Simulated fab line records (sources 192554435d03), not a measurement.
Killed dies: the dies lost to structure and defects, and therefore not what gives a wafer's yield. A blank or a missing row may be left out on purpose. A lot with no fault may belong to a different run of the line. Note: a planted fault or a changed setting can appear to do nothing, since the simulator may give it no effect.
Matching of chambers    flow n5-finfet    N5_WELL_APT_DESCUM_13 on rie-diel-03 has 4 sister chambers
The step chemistry O2, time 7.9 s. 14 wafers are shown with their chamber, then 7 later ones without.

## EACH WAFER AND ITS CHAMBER
wafer   chamber  showerhead-plenum-p-Torr (Torr)  drypump-motor-current-A (A)  throttle-valve-pct (%)
L410.1  0        2.03                             4.8                          20.64
L410.3  3        2.10                             5.9                          20.67
L410.4  2        2.11                             5.5                          20.56
L415.2  2        2.11                             5.5                          20.59
L415.4  3        2.10                             6.0                          20.68
L415.6  1        2.21                             6.4                          20.46
L417.4  1        2.21                             6.4                          20.45
L417.5  3        2.10                             5.9                          20.70
L417.6  2        2.11                             5.5                          20.58
L420.1  1        2.21                             6.4                          20.48
L420.2  2        2.10                             5.5                          20.60
L420.5  3        2.10                             6.0                          20.69
L424.1  2        2.10                             5.5                          20.61
L424.2  0        2.02                             4.7                          20.67

SIGNATURES, as means of the wafers listed above
reading                   chamber 0  chamber 1  chamber 2  chamber 3  scatter within a chamber
showerhead-plenum-p-Torr  2.0250     2.2100     2.1060     2.1000     0.00412
drypump-motor-current-A   4.750      6.400      5.500      5.950      0.0387
throttle-valve-pct        20.6550    20.4633    20.5880    20.6850    0.017
Rule: a wafer lies at a distance from a chamber equal to the root of the sum of squares, over the readings, of (its reading less the chamber's mean, divided by the reading's scatter). The wafer belongs to the nearest chamber; if the next one is less than 2 further off, it can't be placed. The scatter is the square root of a quotient: the sum, over the shown wafers, of each reading's squared deviation from its chamber's mean, divided by wafers minus chambers.

## WAFERS WITH NO CHAMBER GIVEN
wafer   showerhead-plenum-p-Torr (Torr)  drypump-motor-current-A (A)  throttle-valve-pct (%)
L424.5  2.02                             4.7                          20.69
L425.2  2.20                             6.3                          20.51
L425.4  2.02                             4.8                          20.67
L425.5  2.10                             6.0                          20.70
L426.1  2.10                             6.0                          20.68
L426.5  2.02                             4.7                          20.68
L426.6  2.20                             6.3                          20.50

## WHICH CHAMBER EACH WENT THROUGH
wafer   from the rows above  in truth
L424.5  0                    0
L425.2  1                    1
L425.4  0                    0
L425.5  3                    3
L426.1  3                    3
L426.5  0                    0
L426.6  1                    1
Placed correctly: 7 of 7. Can't be placed from these rows: 0. Number placed wrongly: 0.
